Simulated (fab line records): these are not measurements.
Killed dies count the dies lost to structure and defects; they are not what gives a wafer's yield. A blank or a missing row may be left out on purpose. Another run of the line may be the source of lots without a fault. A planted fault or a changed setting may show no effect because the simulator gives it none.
fab line records	flow n5-finfet
[record] lots = 24	wafers = 72	last-day = 19
route steps=1938 shown SDB@375 HKMG_FIN@406
lots that met no fault: from a run of the same line without faults
start-h: the number of hours between the record's first day and the start of the first shown wafer of the lot	wait-h: hours elapsed since this lot's preceding step	" repeats the value in the row above	L1.1+2: one row covering several wafers at once	- no value present, or no start provided	* or withheld: withheld	< > ~ a bound
route shown NAME@n: names a module that has steps shown in the file, with the first one's number in the route	usual: mean/standard deviation taken from wafers without a fault	same: alike in all rows	chamber/n: place in a boat	sites: each site's reading	_std_site: the values' standard deviation	_edge_site: the outer-site mean with the inner-site mean subtracted	radius-mm: for every site, how far away it sits from the centre of the wafer	mask NAME#n: copy n	behind: tool/chamber where the wafer was last shaped	hold: the reason the lot was held/the length of the hold in hours/how it ended	device: which transistor (n, p or np) failed to switch	end of line: tests run on the same wafers once the route is complete	a step with no rows: only its recipe	killed: dies lost to structure and defects at the first sort, not the wafer's yield	map: dies across one wafer; x = killed, . = not, _ = none there
set.NAME: the run value of the setting; set.NAME@STEP: its run value at that earlier step	model.NAME: the simulator's own value behind a step, which no gauge read
the route's steps for a sample of lots (tables are steps, rows are wafers)
services: the hour from which a tool's chamber was out of use, counted from the record's first day as start-h (under 0 if before that day), plus the number of hours and why
[[steps]]
[step N5_SDB_THK_MEAS_31]
[recipe] reads = a-Si_of_DUMMY_GATE_CVD_03
[usual] SDB_THK = 64.8/1.4
lot.wafer	tool	chamber	start-h	wait-h	SDB_THK[nm]
L074.2	film-metro-01	-	72.61	-	63.7
L074.4	"	-	"	"	64.6
L074.5	"	-	"	"	64.3
L075.1	film-metro-02	-	82.93	-	64.6
L075.3	"	-	"	"	66.2
L075.5	"	-	"	"	66.5
L076.1	film-metro-01	-	89.59	-	65.8
L076.2	"	-	"	"	65.6
L076.6	"	-	"	"	66.9
L078.1	film-metro-01	-	94.00	-	66.0
L078.2	"	-	"	"	65.1
L078.6	"	-	"	"	66.3
L077.2	film-metro-02	-	99.31	-	66.9
L077.3	"	-	"	"	64.9
L077.4	"	-	"	"	65.0
L079.3	film-metro-02	-	102.88	-	64.8
L079.4	"	-	"	"	64.8
L079.6	"	-	"	"	66.3
L080.1	film-metro-02	-	107.01	-	66.9
L080.2	"	-	"	"	66.7
L080.6	"	-	"	"	66.2
L081.2	film-metro-02	-	115.58	-	63.4
L081.3	"	-	"	"	65.0
L081.5	"	-	"	"	63.9
L082.2	film-metro-02	-	125.30	-	63.3
L082.5	"	-	"	"	62.6
L082.6	"	-	"	"	64.3
L083.1	film-metro-01	-	130.17	-	66.5
L083.2	"	-	"	"	63.2
L083.3	"	-	"	"	66.7
L084.1	film-metro-01	-	142.29	-	62.4
L084.3	"	-	"	"	65.0
L084.6	"	-	"	"	66.0
L085.1	film-metro-01	-	147.45	-	65.5
L085.2	"	-	"	"	64.7
L085.6	"	-	"	"	66.2
L086.4	film-metro-02	-	151.31	-	64.7
L086.5	"	-	"	"	65.1
L086.6	"	-	"	"	65.7
L087.1	film-metro-02	-	154.17	-	63.7
L087.3	"	-	"	"	63.0
L087.5	"	-	"	"	62.9
L088.2	film-metro-02	-	160.23	-	66.2
L088.3	"	-	"	"	62.3
L088.6	"	-	"	"	66.5
L089.3	film-metro-02	-	164.94	-	65.1
L089.4	"	-	"	"	63.9
L089.6	"	-	"	"	65.0
L090.1	film-metro-02	-	168.41	-	66.3
L090.4	"	-	"	"	61.5
L090.6	"	-	"	"	65.7
L092.1	film-metro-02	-	176.44	-	64.2
L092.4	"	-	"	"	63.4
L092.5	"	-	"	"	63.0
L091.1	film-metro-02	-	180.12	-	63.5
L091.3	"	-	"	"	63.1
L091.4	"	-	"	"	64.0
L093.1	film-metro-02	-	188.52	-	66.0
L093.4	"	-	"	"	65.7
L093.5	"	-	"	"	64.1
L094.2	film-metro-02	-	195.37	-	65.2
L094.5	"	-	"	"	64.5
L094.6	"	-	"	"	64.3
L095.1	film-metro-01	-	195.73	-	63.3
L095.3	"	-	"	"	63.9
L095.4	"	-	"	"	64.8
L096.4	film-metro-01	-	206.09	-	65.9
L096.5	"	-	"	"	63.9
L096.6	"	-	"	"	66.0
L097.1	film-metro-02	-	211.49	-	62.8
L097.2	"	-	"	"	63.0
L097.5	"	-	"	"	64.1
[step N5_SDB_INSPECT_36]
[recipe] inspect-instrument = darkfield	mode = post-cmp
[usual] raw-defect-count = 40/18
lot.wafer	tool	chamber	start-h	wait-h	raw-defect-count
L074.2	defect-inspect-02	-	72.63	0.0	33
L074.4	"	-	"	"	25
L074.5	"	-	"	"	28
L075.1	defect-inspect-01	-	82.95	0.0	61
L075.3	"	-	"	"	40
L075.5	"	-	"	"	20
L076.1	defect-inspect-01	-	89.61	0.0	33
L076.2	"	-	"	"	75
L076.6	"	-	"	"	25
L078.1	defect-inspect-02	-	94.03	0.0	40
L078.2	"	-	"	"	52
L078.6	"	-	"	"	59
L077.2	defect-inspect-02	-	99.33	0.0	50
L077.3	"	-	"	"	59
L077.4	"	-	"	"	66
L079.3	defect-inspect-02	-	102.91	0.0	34
L079.4	"	-	"	"	42
L079.6	"	-	"	"	38
L080.1	defect-inspect-02	-	107.03	0.0	65
L080.2	"	-	"	"	36
L080.6	"	-	"	"	58
L081.2	defect-inspect-01	-	115.60	0.0	45
L081.3	"	-	"	"	48
L081.5	"	-	"	"	33
L082.2	defect-inspect-02	-	125.32	0.0	14
L082.5	"	-	"	"	18
L082.6	"	-	"	"	17
L083.1	defect-inspect-02	-	130.19	0.0	29
L083.2	"	-	"	"	63
L083.3	"	-	"	"	22
L084.1	defect-inspect-01	-	142.32	0.0	35
L084.3	"	-	"	"	40
L084.6	"	-	"	"	36
L085.1	defect-inspect-01	-	147.48	0.0	30
L085.2	"	-	"	"	37
L085.6	"	-	"	"	26
L086.4	defect-inspect-01	-	151.34	0.0	34
L086.5	"	-	"	"	44
L086.6	"	-	"	"	33
L087.1	defect-inspect-01	-	154.20	0.0	24
L087.3	"	-	"	"	50
L087.5	"	-	"	"	38
L088.2	defect-inspect-01	-	160.25	0.0	64
L088.3	"	-	"	"	71
L088.6	"	-	"	"	86
L089.3	defect-inspect-02	-	164.97	0.0	24
L089.4	"	-	"	"	32
L089.6	"	-	"	"	12
L090.1	defect-inspect-01	-	168.44	0.0	41
L090.4	"	-	"	"	66
L090.6	"	-	"	"	36
L092.1	defect-inspect-02	-	176.47	0.0	25
L092.4	"	-	"	"	30
L092.5	"	-	"	"	54
L091.1	defect-inspect-01	-	180.14	0.0	41
L091.3	"	-	"	"	25
L091.4	"	-	"	"	33
L093.1	defect-inspect-01	-	188.55	0.0	40
L093.4	"	-	"	"	23
L093.5	"	-	"	"	33
L094.2	defect-inspect-01	-	195.40	0.0	40
L094.5	"	-	"	"	20
L094.6	"	-	"	"	20
L095.1	defect-inspect-02	-	195.75	0.0	76
L095.3	"	-	"	"	37
L095.4	"	-	"	"	47
L096.4	defect-inspect-01	-	206.12	0.0	40
L096.5	"	-	"	"	32
L096.6	"	-	"	"	59
L097.1	defect-inspect-02	-	211.51	0.0	27
L097.2	"	-	"	"	73
L097.5	"	-	"	"	48
[step N5_HKMG_FIN_ETCH_58]
[recipe] chemistry = N2/H2	target = SOC	target-depth-a = 2158	ion-energy-ev = 50	bias-w = 13	time-s = 741	pressure-mtorr = 30	source-w = 875	n2-flow-sccm = 200	h2-flow-sccm = 200
[usual] drypump-motor-current-A = 5.9/0.44	oes-product-au = 0.77/0.065	rf-vpp-V = 99.3/0.85	showerhead-plenum-p-Torr = 2.56/0.07	throttle-valve-pct = 17.79/0.23
lot.wafer	tool	chamber	start-h	wait-h	drypump-motor-current-A	oes-product-au	rf-hours-counter-h	rf-vpp-V	showerhead-plenum-p-Torr	throttle-valve-pct
L074.2	rie-diel-06	0	75.01	0.0	5.7	0.81	90	99.1	2.66	17.56
L074.4	"	3	"	"	5.3	0.91	4	99.2	2.60	17.60
L074.5	"	3	"	"	5.3	0.91	-	99.9	2.60	17.62
L075.1	rie-diel-06	2	85.36	0.0	5.3	0.76	162	98.8	2.55	17.72
L075.3	"	3	"	"	5.3	0.90	7	98.4	2.60	17.61
L075.5	"	1	"	"	6.5	0.71	-	99.7	2.63	18.11
L076.1	rie-diel-03	1	91.88	0.0	5.5	0.84	56	99.1	2.59	17.89
L076.2	"	2	"	"	5.4	0.73	144	99.5	2.57	17.70
L076.6	"	1	"	"	5.4	0.84	-	98.6	2.59	17.89
L078.1	rie-diel-01	3	96.61	0.0	6.1	0.76	198	99.2	2.52	18.13
L078.2	"	1	"	"	5.9	0.72	142	98.9	2.41	17.53
L078.6	"	1	"	"	6.0	0.72	-	97.9	2.41	17.55
L077.2	rie-diel-01	3	101.32	0.0	6.1	0.75	200	99.8	2.52	18.13
L077.3	"	0	"	"	6.5	0.78	115	100.1	2.66	17.87
L077.4	"	2	"	"	6.3	0.97	6	98.8	2.60	17.74
L079.3	rie-diel-03	0	105.20	0.0	6.1	0.75	146	99.5	2.51	17.85
L079.4	"	0	"	"	6.1	0.76	-	99.5	2.51	17.86
L079.6	"	2	"	"	5.4	0.74	-	99.7	2.56	17.71
L080.1	rie-diel-06	2	109.17	0.0	5.4	0.75	170	99.8	2.54	17.75
L080.2	"	1	"	"	6.5	0.70	215	99.3	2.63	18.14
L080.6	"	1	"	"	6.5	0.70	-	100.4	2.63	18.12
L081.2	rie-diel-03	2	117.78	0.0	5.4	0.73	158	98.3	2.56	17.72
L081.3	"	3	"	"	6.3	0.86	57	99.1	2.47	17.34
L081.5	"	2	"	"	5.4	0.73	-	98.6	2.56	17.72
L082.2	rie-diel-03	2	127.24	0.0	5.4	0.72	162	98.9	2.56	17.73
L082.5	"	3	"	"	6.3	0.86	-	99.5	2.47	17.34
L082.6	"	2	"	"	5.4	0.72	-	99.2	2.56	17.73
L083.1	rie-diel-01	1	132.19	0.0	5.9	0.71	154	99.6	2.41	17.56
L083.2	"	0	"	"	6.5	0.77	125	100.4	2.65	17.88
L083.3	"	2	"	"	6.2	0.95	16	99.5	2.60	17.77
L084.1	rie-diel-03	0	144.24	0.0	6.1	0.74	162	100.7	2.50	17.87
L084.3	"	1	"	"	5.5	0.83	60	99.0	2.59	17.89
L084.6	"	2	"	"	5.4	0.72	-	98.6	2.56	17.74
L085.1	rie-diel-06	3	150.19	0.0	5.3	0.85	27	100.4	2.59	17.66
L085.2	"	1	"	"	6.6	0.70	228	99.4	2.62	18.15
L085.6	"	2	"	"	5.4	0.74	-	98.2	2.54	17.74
L086.4	rie-diel-06	1	153.14	0.0	6.6	0.69	229	98.9	2.62	18.15
L086.5	"	1	"	"	6.5	0.70	-	100.8	2.62	18.15
L086.6	"	2	"	"	5.4	0.73	-	98.2	2.54	17.75
L087.1	rie-diel-03	2	156.46	0.0	5.4	0.72	173	98.7	2.55	17.74
L087.3	"	0	"	"	6.1	0.72	167	99.7	2.50	17.88
L087.5	"	2	"	"	5.4	0.71	-	99.8	2.55	17.74
L088.2	rie-diel-01	3	162.40	0.0	6.1	0.75	220	99.7	2.51	18.15
L088.3	"	2	"	"	6.2	0.92	25	99.0	2.60	17.78
L088.6	"	3	"	"	6.2	0.74	-	98.6	2.51	18.16
L089.3	rie-diel-03	1	166.77	0.0	5.5	0.82	69	99.5	2.59	17.93
L089.4	"	3	"	"	6.4	0.84	73	98.7	2.46	17.36
L089.6	"	1	"	"	5.5	0.81	-	100.2	2.59	17.91
L090.1	rie-diel-03	0	170.55	0.0	6.1	0.73	172	99.7	2.50	17.88
L090.4	"	1	"	"	5.4	0.81	71	98.8	2.59	17.93
L090.6	"	2	"	"	5.4	0.71	-	97.8	2.55	17.74
L092.1	rie-diel-06	2	178.41	0.0	5.4	0.72	193	98.5	2.53	17.76
L092.4	"	1	"	"	6.5	0.68	238	97.8	2.62	18.17
L092.5	"	0	"	"	5.7	0.78	-	99.7	2.65	17.60
L091.1	rie-diel-06	1	182.06	0.0	6.5	0.68	239	100.7	2.62	18.18
L091.3	"	2	"	"	5.4	0.72	193	98.5	2.53	17.75
L091.4	"	0	"	"	5.7	0.78	122	100.1	2.64	17.60
L093.1	rie-diel-01	3	190.60	0.0	6.1	0.74	229	98.8	2.51	18.17
L093.4	"	1	"	"	5.9	0.71	174	99.9	2.40	17.61
L093.5	"	0	"	"	6.4	0.75	-	99.6	2.64	17.91
L094.2	rie-diel-03	2	197.74	0.0	5.4	0.70	187	100.6	2.55	17.77
L094.5	"	2	"	"	5.4	0.70	-	99.2	2.55	17.77
L094.6	"	3	"	"	6.3	0.82	-	98.6	2.46	17.37
L095.1	rie-diel-01	1	198.07	0.0	6.0	0.69	177	98.8	2.40	17.59
L095.3	"	0	"	"	6.5	0.74	149	97.8	2.64	17.93
L095.4	"	2	"	"	6.3	0.89	37	98.3	2.59	17.80
L096.4	rie-diel-03	2	207.91	0.0	5.4	0.70	191	98.8	2.55	17.77
L096.5	"	1	"	"	5.5	0.81	-	98.3	2.58	17.93
L096.6	"	2	"	"	5.4	0.70	-	98.7	2.55	17.79
L097.1	rie-diel-01	1	213.31	0.0	6.0	0.69	183	99.2	2.40	17.60
L097.2	"	3	"	"	6.1	0.72	237	99.8	2.51	18.20
L097.5	"	0	"	"	6.5	0.75	-	101.1	2.64	17.93
[step N5_HKMG_FIN_NWFM_ALD_20]
[recipe] material = TiAlC	target-thk-a = 20	temp-c = 300	ald-precursor-family = TiCl4	ald-co-reactant = TEA	pulse-time-s = 3	purge-time-s = 2	co-reactant-purge-time-s = 2	co-reactant-pulse-time-s = 10	ald-cycles = 7	pressure-torr = 3
[usual] heater-power-w = 483/41	precursor-pulse-height-rel = 1.000/0.02
lot.wafer	tool	chamber	start-h	wait-h	heater-power-w	precursor-pulse-height-rel
L074.2	ald-metal-03	2	80.35	0.3	467	1.039
L074.4	"	0	"	"	470	0.997
L074.5	"	0	"	"	459	1.003
L075.1	ald-metal-04	2	90.43	0.3	547	1.023
L075.3	"	1	"	"	513	0.986
L075.5	"	3	"	"	498	0.988
L076.1	ald-metal-01	3	97.12	0.3	458	0.973
L076.2	"	2	"	"	503	0.972
L076.6	"	3	"	"	483	1.014
L078.1	ald-metal-03	3	101.50	0.3	398	0.991
L078.2	"	1	"	"	495	1.004
L078.6	"	1	"	"	504	1.000
L077.2	ald-metal-04	1	106.31	0.3	526	1.035
L077.3	"	3	"	"	508	0.967
L077.4	"	3	"	"	519	1.002
L079.3	ald-metal-03	2	110.62	0.1	470	1.014
L079.4	"	1	"	"	499	1.016
L079.6	"	3	"	"	394	1.052
L080.1	ald-metal-03	2	114.44	0.3	457	1.018
L080.2	"	1	"	"	487	1.001
L080.6	"	1	"	"	512	0.980
L081.2	ald-metal-01	0	122.84	0.3	458	1.009
L081.3	"	1	"	"	509	0.989
L081.5	"	2	"	"	520	1.026
L082.2	ald-metal-01	2	132.19	0.3	530	0.991
L082.5	"	3	"	"	470	1.021
L082.6	"	0	"	"	457	0.998
L083.1	ald-metal-03	1	137.14	0.3	495	1.042
L083.2	"	2	"	"	461	0.991
L083.3	"	0	"	"	463	0.989
L084.1	ald-metal-03	3	149.46	0.3	392	1.015
L084.3	"	0	"	"	478	1.019
L084.6	"	2	"	"	460	1.001
L085.1	ald-metal-01	2	155.21	0.3	517	1.019
L085.2	"	3	"	"	468	1.016
L085.6	"	0	"	"	460	1.019
L086.4	ald-metal-01	0	158.38	0.1	454	1.002
L086.5	"	3	"	"	485	1.016
L086.6	"	0	"	"	459	0.986
L087.1	ald-metal-04	1	161.48	0.3	526	0.986
L087.3	"	2	"	"	538	0.996
L087.5	"	3	"	"	506	0.998
L088.2	ald-metal-04	1	168.09	0.3	518	0.982
L088.3	"	2	"	"	557	1.016
L088.6	"	2	"	"	560	1.012
L089.3	ald-metal-03	2	171.96	0.1	455	1.018
L089.4	"	0	"	"	468	0.962
L089.6	"	0	"	"	463	0.991
L090.1	ald-metal-04	3	175.95	0.3	503	0.986
L090.4	"	0	"	"	459	0.973
L090.6	"	2	"	"	552	1.006
L092.1	ald-metal-03	3	183.45	0.3	402	0.975
L092.4	"	2	"	"	474	0.956
L092.5	"	3	"	"	401	0.949
L091.1	ald-metal-01	3	187.25	0.3	467	0.991
L091.3	"	1	"	"	512	0.996
L091.4	"	0	"	"	465	0.983
L093.1	ald-metal-03	3	195.59	0.3	385	0.978
L093.4	"	2	"	"	479	1.010
L093.5	"	0	"	"	465	1.001
L094.2	ald-metal-04	0	202.71	0.3	452	0.978
L094.5	"	0	"	"	462	1.006
L094.6	"	1	"	"	509	1.003
L095.1	ald-metal-03	0	203.09	0.3	470	0.984
L095.3	"	1	"	"	494	0.987
L095.4	"	2	"	"	458	1.007
L096.4	ald-metal-01	1	212.91	0.1	502	0.970
L096.5	"	2	"	"	521	0.995
L096.6	"	1	"	"	523	0.973
L097.1	ald-metal-04	2	218.31	0.3	555	1.006
L097.2	"	1	"	"	521	1.006
L097.5	"	2	"	"	541	1.009
[step N5_HKMG_FIN_ALD_71]
[recipe] material = TiN	target-thk-a = 10	temp-c = 400	ald-precursor-family = TiCl4	ald-co-reactant = NH3	pulse-time-s = 1	purge-time-s = 3	co-reactant-purge-time-s = 2	co-reactant-pulse-time-s = 2	ald-cycles = 47	pressure-torr = 3
[usual] heater-power-w = 862/74	precursor-pulse-height-rel = 1.001/0.018
lot.wafer	tool	chamber	start-h	wait-h	heater-power-w	precursor-pulse-height-rel
L074.2	ald-metal-03	2	80.45	0.0	832	1.023
L074.4	"	0	"	"	860	0.990
L074.5	"	0	"	"	848	1.000
L075.1	ald-metal-04	2	90.53	0.0	992	0.986
L075.3	"	1	"	"	952	1.011
L075.5	"	3	"	"	868	0.996
L076.1	ald-metal-01	3	97.22	0.0	836	1.002
L076.2	"	2	"	"	917	0.982
L076.6	"	3	"	"	841	1.011
L078.1	ald-metal-03	3	101.60	0.0	710	1.015
L078.2	"	1	"	"	905	0.990
L078.6	"	1	"	"	892	0.980
L077.2	ald-metal-04	1	106.41	0.0	924	0.991
L077.3	"	3	"	"	898	0.990
L077.4	"	3	"	"	898	0.991
L079.3	ald-metal-03	2	110.72	0.0	838	1.012
L079.4	"	1	"	"	921	1.011
L079.6	"	3	"	"	702	1.029
L080.1	ald-metal-03	2	114.54	0.0	830	0.971
L080.2	"	1	"	"	879	1.011
L080.6	"	1	"	"	876	1.001
L081.2	ald-metal-01	0	122.94	0.0	832	0.997
L081.3	"	1	"	"	916	0.982
L081.5	"	2	"	"	934	0.987
L082.2	ald-metal-01	2	132.28	0.0	906	0.990
L082.5	"	3	"	"	833	0.979
L082.6	"	0	"	"	826	0.989
L083.1	ald-metal-03	1	137.24	0.0	894	1.006
L083.2	"	2	"	"	792	1.043
L083.3	"	0	"	"	836	1.020
L084.1	ald-metal-03	3	149.56	0.0	711	1.024
L084.3	"	0	"	"	835	1.042
L084.6	"	2	"	"	803	1.011
L085.1	ald-metal-01	2	155.31	0.0	919	1.033
L085.2	"	3	"	"	864	0.998
L085.6	"	0	"	"	843	0.988
L086.4	ald-metal-01	0	158.48	0.0	810	0.967
L086.5	"	3	"	"	825	0.980
L086.6	"	0	"	"	827	1.035
L087.1	ald-metal-04	1	161.58	0.0	927	1.001
L087.3	"	2	"	"	980	1.031
L087.5	"	3	"	"	927	1.039
L088.2	ald-metal-04	1	168.19	0.0	929	0.984
L088.3	"	2	"	"	963	1.023
L088.6	"	2	"	"	1023	1.021
L089.3	ald-metal-03	2	172.06	0.0	824	1.017
L089.4	"	0	"	"	833	0.984
L089.6	"	0	"	"	848	0.988
L090.1	ald-metal-04	3	176.05	0.0	902	0.991
L090.4	"	0	"	"	805	1.012
L090.6	"	2	"	"	981	0.986
L092.1	ald-metal-03	3	183.55	0.0	704	1.028
L092.4	"	2	"	"	826	1.025
L092.5	"	3	"	"	712	0.986
L091.1	ald-metal-01	3	187.35	0.0	847	1.013
L091.3	"	1	"	"	909	1.003
L091.4	"	0	"	"	832	1.023
L093.1	ald-metal-03	3	195.69	0.0	709	0.941
L093.4	"	2	"	"	832	0.981
L093.5	"	0	"	"	840	0.986
L094.2	ald-metal-04	0	202.81	0.0	797	0.974
L094.5	"	0	"	"	812	1.029
L094.6	"	1	"	"	944	1.010
L095.1	ald-metal-03	0	203.19	0.0	817	0.992
L095.3	"	1	"	"	899	1.011
L095.4	"	2	"	"	818	1.014
L096.4	ald-metal-01	1	213.01	0.0	939	0.994
L096.5	"	2	"	"	926	0.996
L096.6	"	1	"	"	921	0.997
L097.1	ald-metal-04	2	218.41	0.0	963	1.017
L097.2	"	1	"	"	907	0.984
L097.5	"	2	"	"	982	1.005
[step N5_HKMG_FIN_W_FILL_22]
[recipe] material = W	target-thk-a = 600	temp-c = 400	pressure-torr = 39.4	time-s = 18.2
[usual] heater-power-w = 833/29	throttle-valve-pct = 19.8/1.5
lot.wafer	tool	chamber	start-h	wait-h	heater-power-w	throttle-valve-pct
L074.2	cvd-w-02	1	82.21	0.0	805	18.6
L074.4	"	0	"	"	826	18.6
L074.5	"	0	"	"	807	18.8
L075.1	cvd-w-02	0	92.15	0.0	819	18.6
L075.3	"	1	"	"	789	18.6
L075.5	"	0	"	"	833	18.1
L076.1	cvd-w-02	0	98.75	0.0	848	18.6
L076.2	"	1	"	"	784	18.4
L076.6	"	0	"	"	820	18.6
L078.1	cvd-w-01	1	103.14	0.0	879	22.0
L078.2	"	0	"	"	842	20.4
L078.6	"	0	"	"	832	20.2
L077.2	cvd-w-02	1	107.96	0.0	797	18.5
L077.3	"	0	"	"	833	18.6
L077.4	"	1	"	"	798	18.8
L079.3	cvd-w-02	1	112.30	0.0	794	18.7
L079.4	"	0	"	"	835	18.7
L079.6	"	1	"	"	811	18.9
L080.1	cvd-w-01	1	116.05	0.0	860	22.0
L080.2	"	0	"	"	828	20.5
L080.6	"	1	"	"	857	22.4
L081.2	cvd-w-01	1	124.44	0.0	874	22.1
L081.3	"	1	"	"	885	22.1
L081.5	"	1	"	"	905	22.5
L082.2	cvd-w-01	0	133.84	0.0	842	20.6
L082.5	"	0	"	"	855	20.4
L082.6	"	1	"	"	845	22.1
L083.1	cvd-w-01	0	138.79	0.0	847	20.4
L083.2	"	1	"	"	882	22.2
L083.3	"	1	"	"	873	22.1
L084.1	cvd-w-02	0	151.09	0.0	831	18.7
L084.3	"	1	"	"	799	18.9
L084.6	"	0	"	"	861	18.7
L085.1	cvd-w-02	1	156.94	0.0	813	18.6
L085.2	"	0	"	"	833	18.7
L085.6	"	1	"	"	799	18.9
L086.4	cvd-w-02	1	159.99	0.0	798	19.1
L086.5	"	0	"	"	824	18.4
L086.6	"	1	"	"	801	18.6
L087.1	cvd-w-02	1	163.09	0.0	800	18.7
L087.3	"	1	"	"	796	18.6
L087.5	"	1	"	"	811	18.8
L088.2	cvd-w-02	1	169.83	0.0	808	18.8
L088.3	"	1	"	"	802	18.8
L088.6	"	0	"	"	818	18.6
L089.3	cvd-w-02	1	173.85	0.0	789	18.6
L089.4	"	0	"	"	823	18.6
L089.6	"	0	"	"	832	18.8
L090.1	cvd-w-02	1	177.69	0.0	796	18.4
L090.4	"	0	"	"	831	18.9
L090.6	"	0	"	"	846	18.7
L092.1	cvd-w-01	1	185.07	0.0	872	22.5
L092.4	"	1	"	"	893	22.1
L092.5	"	1	"	"	864	22.6
L091.1	cvd-w-01	0	188.86	0.0	857	20.6
L091.3	"	0	"	"	841	20.6
L091.4	"	1	"	"	877	22.5
L093.1	cvd-w-01	0	197.19	0.0	842	20.6
L093.4	"	1	"	"	865	22.8
L093.5	"	0	"	"	842	20.5
L094.2	cvd-w-02	0	204.32	0.0	843	18.9
L094.5	"	0	"	"	817	18.4
L094.6	"	1	"	"	811	18.6
L095.1	cvd-w-01	1	204.70	0.0	872	22.9
L095.3	"	0	"	"	832	20.5
L095.4	"	1	"	"	892	22.7
L096.4	cvd-w-02	1	214.57	0.0	784	18.9
L096.5	"	1	"	"	813	19.1
L096.6	"	0	"	"	842	18.6
L097.1	cvd-w-01	0	220.11	0.0	847	20.8
L097.2	"	1	"	"	856	22.7
L097.5	"	1	"	"	875	22.7
[[services]]
tool	chamber	start-h	hours	kind
rie-diel-03	3	52.75	23.1	repair
rie-diel-01	2	66.15	-	clean
rie-diel-01	2	66.15	-	consumable-replace:focus-ring
rie-diel-01	2	66.15	18.8	scheduled-down
rie-diel-01	2	66.15	18.8	vent-cycle
ald-metal-01	-	75.63	1.8	repair
ald-metal-04	0	89.24	36.0	repair
rie-diel-03	1	92.41	36.0	repair
cvd-w-01	1	106.93	6.8	repair
ald-metal-03	-	130.52	0.3	repair
ald-metal-03	-	130.98	6.0	pm
ald-metal-01	-	139.30	1.3	repair
cvd-w-01	-	142.68	28.1	pm
ald-metal-01	-	206.61	2.8	pm
ald-metal-03	3	207.26	9.5	repair
[[key]]
fault none
